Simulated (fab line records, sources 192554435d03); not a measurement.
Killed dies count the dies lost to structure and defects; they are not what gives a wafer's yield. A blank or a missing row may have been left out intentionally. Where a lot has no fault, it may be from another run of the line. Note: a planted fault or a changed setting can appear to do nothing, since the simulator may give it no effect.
Which of the tools did it? :: flow n5Finfet :: 10 lots, 30 wafers sampled, at 6 steps of a route of 1938

== WHAT THE GAUGES SHOWED, per wafer ==
N5_WELL_APT_CD_MEAS_08: the cd target is 200 nm.
lot: L179
measured: day 1 13:41
on: cdSem-01
cdNm (nm): 199.6 199.2 199.2

lot: L180
measured: day 1 19:41
on: cdSem-03
cdNm (nm): 200.7 199.5 199.5

lot: L183
measured: day 2 13:56
on: cdSem-01
cdNm (nm): 201.2 200.8 202.7

lot: L185
measured: day 3 01:50
on: cdSem-01
cdNm (nm): 200.2 201.1 202.8

lot: L188
measured: day 3 19:34
on: cdSem-01
cdNm (nm): 199.8 199.3 196.4

lot: L195
measured: day 5 13:34
on: cdSem-03
cdNm (nm): 201.7 203.6 201.9

lot: L197
measured: day 6 02:42
on: cdSem-03
cdNm (nm): 199.7 199.5 200.3

lot: L198
measured: day 6 08:01
on: cdSem-03
cdNm (nm): 197.1 199.2 200.4

lot: L199
measured: day 6 14:25
on: cdSem-01
cdNm (nm): 199.8 201.3 200.0

lot: L202
measured: day 7 07:34
on: cdSem-03
cdNm (nm): 199.3 200.6 201.7

N5_PMOS_HMC_CHANNEL_EPI_CD_MEAS_09: the cd target is 237.4 nm.
lot: L179
measured: day 1 17:08
on: cdSem-03
cdNm (nm): 239.1 237.3 237.6

lot: L180
measured: day 1 22:58
on: cdSem-02
cdNm (nm): 236.8 237.2 239.4

lot: L183
measured: day 2 17:25
on: cdSem-03
cdNm (nm): 236.8 237.6 237.2

lot: L185
measured: day 3 05:13
on: cdSem-02
cdNm (nm): 236.3 235.9 236.0

lot: L188
measured: day 3 23:14
on: cdSem-01
cdNm (nm): 239.2 234.6 238.5

lot: L195
measured: day 5 17:38
on: cdSem-03
cdNm (nm): 239.3 237.5 238.8

lot: L197
measured: day 6 06:05
on: cdSem-02
cdNm (nm): 239.3 238.5 237.7

lot: L198
measured: day 6 11:55
on: cdSem-02
cdNm (nm): 237.6 238.2 238.3

lot: L199
measured: day 6 18:11
on: cdSem-01
cdNm (nm): 237.4 237.4 237.2

lot: L202
measured: day 7 11:49
on: cdSem-02
cdNm (nm): 236.9 235.3 236.6

N5_BEOL_M4_RC_MEAS_101.
lot: L179
measured: day 9 00:48
on: prober-02
DIBL_N (mV/V): 37.5 34.2 36.4
DIBL_P (mV/V): 37.4 33.4 35.8
IOFF_N (nA/um): 0.178 0.133 0.157
IOFF_P (nA/um): 0.29 0.23 0.26
ION_N (uA/um): 673 672 666
ION_P (uA/um): 469 475 468
SS_N (mV/dec): 71.7 70.0 71.2
SS_P (mV/dec): 73.6 73.3 73.5
VT_N (mV): 248.0 251.1 253.0
VT_P (mV): -242 -245 -243

lot: L180
measured: day 9 05:26
on: prober-01
DIBL_N (mV/V): 35.0 38.3 39.0
DIBL_P (mV/V): 33.2 38.5 38.7
IOFF_N (nA/um): 0.116 0.186 0.196
IOFF_P (nA/um): 0.17 0.26 0.26
ION_N (uA/um): 670 688 700
ION_P (uA/um): 455 474 477
SS_N (mV/dec): 71.2 72.9 72.4
SS_P (mV/dec): 73.0 73.9 73.9
VT_N (mV): 252.2 245.6 245.2
VT_P (mV): -252 -247 -246

lot: L183
measured: day 10 23:41
on: prober-02
DIBL_N (mV/V): 37.7 38.0 34.4
DIBL_P (mV/V): 38.6 38.8 34.9
IOFF_N (nA/um): 0.180 0.185 0.128
IOFF_P (nA/um): 0.23 0.23 0.17
ION_N (uA/um): 685 679 671
ION_P (uA/um): 477 467 462
SS_N (mV/dec): 71.5 72.4 71.1
SS_P (mV/dec): 73.7 73.4 72.3
VT_N (mV): 249.5 246.9 252.7
VT_P (mV): -247 -248 -250

lot: L185
measured: day 12 00:50
on: prober-02
DIBL_N (mV/V): 34.7 35.7 35.7
DIBL_P (mV/V): 35.6 36.4 36.5
IOFF_N (nA/um): 0.134 0.155 0.146
IOFF_P (nA/um): 0.18 0.20 0.19
ION_N (uA/um): 666 679 674
ION_P (uA/um): 460 461 465
SS_N (mV/dec): 71.4 71.4 71.2
SS_P (mV/dec): 72.7 72.8 72.5
VT_N (mV): 252.2 248.9 249.6
VT_P (mV): -252 -251 -251

lot: L188
measured: day 12 18:04
on: prober-02
DIBL_N (mV/V): 35.3 37.6 35.9
DIBL_P (mV/V): 34.8 36.5 35.5
IOFF_N (nA/um): 0.139 0.168 0.142
IOFF_P (nA/um): 0.19 0.21 0.19
ION_N (uA/um): 680 674 670
ION_P (uA/um): 463 459 453
SS_N (mV/dec): 71.2 72.3 71.2
SS_P (mV/dec): 73.5 73.3 73.5
VT_N (mV): 248.6 250.2 251.0
VT_P (mV): -253 -250 -254

lot: L195
measured: day 14 04:01
on: prober-01
DIBL_N (mV/V): 35.8 34.4 33.4
DIBL_P (mV/V): 35.0 34.3 32.6
IOFF_N (nA/um): 0.147 0.138 0.119
IOFF_P (nA/um): 0.18 0.18 0.16
ION_N (uA/um): 667 684 667
ION_P (uA/um): 456 466 449
SS_N (mV/dec): 71.2 71.4 71.3
SS_P (mV/dec): 73.4 73.2 72.6
VT_N (mV): 253.0 249.5 257.5
VT_P (mV): -254 -255 -255

lot: L197
measured: day 15 03:25
on: prober-02
DIBL_N (mV/V): 37.2 39.3 36.8
DIBL_P (mV/V): 37.0 38.5 36.7
IOFF_N (nA/um): 0.177 0.221 0.175
IOFF_P (nA/um): 0.23 0.26 0.24
ION_N (uA/um): 681 682 687
ION_P (uA/um): 468 466 474
SS_N (mV/dec): 71.8 72.9 70.9
SS_P (mV/dec): 73.7 73.6 74.0
VT_N (mV): 250.5 246.6 247.1
VT_P (mV): -249 -246 -248

lot: L198
measured: day 15 04:00
on: prober-01
DIBL_N (mV/V): 35.2 33.8 36.6
DIBL_P (mV/V): 32.4 32.5 35.7
IOFF_N (nA/um): 0.128 0.107 0.150
IOFF_P (nA/um): 0.17 0.17 0.22
ION_N (uA/um): 662 669 673
ION_P (uA/um): 459 462 466
SS_N (mV/dec): 70.8 70.2 71.1
SS_P (mV/dec): 72.1 72.8 72.9
VT_N (mV): 256.1 258.0 251.3
VT_P (mV): -253 -255 -248

lot: L199
measured: day 15 06:22
on: prober-01
DIBL_N (mV/V): 35.8 36.0 39.1
DIBL_P (mV/V): 35.9 36.7 38.8
IOFF_N (nA/um): 0.150 0.158 0.214
IOFF_P (nA/um): 0.18 0.20 0.23
ION_N (uA/um): 663 665 697
ION_P (uA/um): 453 462 468
SS_N (mV/dec): 71.1 71.2 71.9
SS_P (mV/dec): 72.5 72.8 73.2
VT_N (mV): 251.4 247.5 244.7
VT_P (mV): -251 -249 -251

lot: L202
measured: day 15 11:02
on: prober-02
DIBL_N (mV/V): 36.1 35.9 37.9
DIBL_P (mV/V): 36.9 34.8 39.6
IOFF_N (nA/um): 0.145 0.148 0.192
IOFF_P (nA/um): 0.21 0.19 0.25
ION_N (uA/um): 660 662 697
ION_P (uA/um): 455 456 471
SS_N (mV/dec): 71.4 71.4 72.3
SS_P (mV/dec): 73.0 72.7 73.9
VT_N (mV): 253.2 252.0 247.7
VT_P (mV): -253 -252 -249

== TOOL THAT RAN EACH LOT (tool first, then ch and the chambers of the sampled wafers, then the start) ==
lot: L179
N5_ZERO_LAYER_ETCH_18: rieSi-01 ch 0,1,3, day 1 12:47
N5_PMOS_HMC_CHANNEL_EPI_HM_DEP_34: pecvd-04 ch 1,2, day 1 16:51
N5_PMOS_HMC_CHANNEL_EPI_DEVELOP_08: lithoTrack-04 ch 0, day 1 17:04

lot: L180
N5_ZERO_LAYER_ETCH_18: rieSi-05 ch 1,2,3, day 1 18:47
N5_PMOS_HMC_CHANNEL_EPI_HM_DEP_34: pecvd-03 ch 1,2, day 1 22:41
N5_PMOS_HMC_CHANNEL_EPI_DEVELOP_08: lithoTrack-01 ch 0, day 1 22:55

lot: L183
N5_ZERO_LAYER_ETCH_18: rieSi-05 ch 0,1,3, day 2 13:02
N5_PMOS_HMC_CHANNEL_EPI_HM_DEP_34: pecvd-03 ch 0,2, day 2 17:01
N5_PMOS_HMC_CHANNEL_EPI_DEVELOP_08: lithoTrack-05 ch 0, day 2 17:22

lot: L185
N5_ZERO_LAYER_ETCH_18: rieSi-01 ch 1,2,3, day 3 00:56
N5_PMOS_HMC_CHANNEL_EPI_HM_DEP_34: pecvd-01 ch 0,2, day 3 04:49
N5_PMOS_HMC_CHANNEL_EPI_DEVELOP_08: lithoTrack-01 ch 0, day 3 05:10

lot: L188
N5_ZERO_LAYER_ETCH_18: rieSi-03 ch 0,2, day 3 18:48
N5_PMOS_HMC_CHANNEL_EPI_HM_DEP_34: pecvd-01 ch 0,2, day 3 22:50
N5_PMOS_HMC_CHANNEL_EPI_DEVELOP_08: lithoTrack-01 ch 0, day 3 23:10

lot: L195
N5_ZERO_LAYER_ETCH_18: rieSi-01 ch 1,2,3, day 5 12:48
N5_PMOS_HMC_CHANNEL_EPI_HM_DEP_34: pecvd-04 ch 0,1, day 5 17:13
N5_PMOS_HMC_CHANNEL_EPI_DEVELOP_08: lithoTrack-04 ch 0, day 5 17:34

lot: L197
N5_ZERO_LAYER_ETCH_18: rieSi-03 ch 0,1,3, day 6 01:49
N5_PMOS_HMC_CHANNEL_EPI_HM_DEP_34: pecvd-01 ch 1,2, day 6 05:40
N5_PMOS_HMC_CHANNEL_EPI_DEVELOP_08: lithoTrack-04 ch 0, day 6 06:01

lot: L198
N5_ZERO_LAYER_ETCH_18: rieSi-03 ch 0,3, day 6 07:05
N5_PMOS_HMC_CHANNEL_EPI_HM_DEP_34: pecvd-01 ch 0,1,2, day 6 11:38
N5_PMOS_HMC_CHANNEL_EPI_DEVELOP_08: lithoTrack-04 ch 0, day 6 11:51

lot: L199
N5_ZERO_LAYER_ETCH_18: rieSi-01 ch 1,2, day 6 13:29
N5_PMOS_HMC_CHANNEL_EPI_HM_DEP_34: pecvd-03 ch 0,1,2, day 6 17:47
N5_PMOS_HMC_CHANNEL_EPI_DEVELOP_08: lithoTrack-04 ch 0, day 6 18:07

lot: L202
N5_ZERO_LAYER_ETCH_18: rieSi-05 ch 0,1,3, day 7 06:47
N5_PMOS_HMC_CHANNEL_EPI_HM_DEP_34: pecvd-04 ch 0,2, day 7 11:33
N5_PMOS_HMC_CHANNEL_EPI_DEVELOP_08: lithoTrack-01 ch 0, day 7 11:46
- N5_ZERO_LAYER_ETCH_18: etches Si in HBr/Cl2, target depth 120 nm, time 40 s.
- N5_PMOS_HMC_CHANNEL_EPI_HM_DEP_34: deposits SiO2 from TEOS/O2, target thk 36 nm, time 6.9 s.
- N5_PMOS_HMC_CHANNEL_EPI_DEVELOP_08: develop time 30 s.

== WHAT THE TOOLS THEMSELVES READ (means of the sampled wafers that have a number; where no wafer has one, the mark that the record gives instead) ==
N5_ZERO_LAYER_ETCH_18.
lot: L179
tool: rieSi-01
drypumpMotorCurrentA (A): 5.7
oesProductAu (a.u.): 1.001
throttleValvePct (%): 35.94

lot: L180
tool: rieSi-05
drypumpMotorCurrentA (A): 5.5
oesProductAu (a.u.): 1.005
throttleValvePct (%): 36.52

lot: L183
tool: rieSi-05
drypumpMotorCurrentA (A): 5.7
oesProductAu (a.u.): 1.004
throttleValvePct (%): 36.39

lot: L185
tool: rieSi-01
drypumpMotorCurrentA (A): 5.6
oesProductAu (a.u.): 0.987
throttleValvePct (%): 36.10

lot: L188
tool: rieSi-03
drypumpMotorCurrentA (A): 5.2
oesProductAu (a.u.): 1.001
throttleValvePct (%): 36.47

lot: L195
tool: rieSi-01
drypumpMotorCurrentA (A): 5.6
oesProductAu (a.u.): 0.989
throttleValvePct (%): 36.10

lot: L197
tool: rieSi-03
drypumpMotorCurrentA (A): 5.7
oesProductAu (a.u.): 0.996
throttleValvePct (%): 36.43

lot: L198
tool: rieSi-03
drypumpMotorCurrentA (A): 5.3
oesProductAu (a.u.): 0.997
throttleValvePct (%): 36.58

lot: L199
tool: rieSi-01
drypumpMotorCurrentA (A): 5.0
oesProductAu (a.u.): 0.983
throttleValvePct (%): 35.94

lot: L202
tool: rieSi-05
drypumpMotorCurrentA (A): 5.7
oesProductAu (a.u.): 1.005
throttleValvePct (%): 36.38

N5_PMOS_HMC_CHANNEL_EPI_HM_DEP_34.
lot: L179
tool: pecvd-04
heaterPowerW (W): 631
showerheadPlenumPTorr (Torr): 8.40
throttleValvePct (%): 19.3

lot: L180
tool: pecvd-03
heaterPowerW (W): 584
showerheadPlenumPTorr (Torr): 8.37
throttleValvePct (%): 18.7

lot: L183
tool: pecvd-03
heaterPowerW (W): 580
showerheadPlenumPTorr (Torr): 8.34
throttleValvePct (%): 18.5

lot: L185
tool: pecvd-01
heaterPowerW (W): 534
showerheadPlenumPTorr (Torr): 8.32
throttleValvePct (%): 18.2

lot: L188
tool: pecvd-01
heaterPowerW (W): 463
showerheadPlenumPTorr (Torr): 8.33
throttleValvePct (%): 18.1

lot: L195
tool: pecvd-04
heaterPowerW (W): 755
showerheadPlenumPTorr (Torr): 8.37
throttleValvePct (%): 20.2

lot: L197
tool: pecvd-01
heaterPowerW (W): 646
showerheadPlenumPTorr (Torr): 8.34
throttleValvePct (%): 17.2

lot: L198
tool: pecvd-01
heaterPowerW (W): 615
showerheadPlenumPTorr (Torr): 8.34
throttleValvePct (%): 17.7

lot: L199
tool: pecvd-03
heaterPowerW (W): 588
showerheadPlenumPTorr (Torr): 8.35
throttleValvePct (%): 18.6

lot: L202
tool: pecvd-04
heaterPowerW (W): 593
showerheadPlenumPTorr (Torr): 8.36
throttleValvePct (%): 18.6

== THE ANSWER, worked out from the rows above alone ==
Rule: what is usual is taken from the lots themselves. The widest of any qualifying gaps counts: lots, ordered by their means at a reading, are off when they make up no more than a third of the lots, leave a main group of 4 or more, and stand apart from it by 3 or more times the standard deviation of that group's means. The tables above print the reading to a certain number of digits; a main group whose means all agree to those digits is not used. A lot without any number at a reading at which 4 lots or more have one is off too. The other lots that the step has rows for count as sound. After the gauges, taken in route order, come the tools' own readings; for these a lot's mean is taken, as printed above. The first step at which some lot is off is used, and at that step the reading that is off furthest; a lot without a number counts as furthest.
No lot is off on any of the readings shown, so nothing can be concluded from this.

== WHAT HAD BEEN PUT IN BY THE SIMULATOR ==
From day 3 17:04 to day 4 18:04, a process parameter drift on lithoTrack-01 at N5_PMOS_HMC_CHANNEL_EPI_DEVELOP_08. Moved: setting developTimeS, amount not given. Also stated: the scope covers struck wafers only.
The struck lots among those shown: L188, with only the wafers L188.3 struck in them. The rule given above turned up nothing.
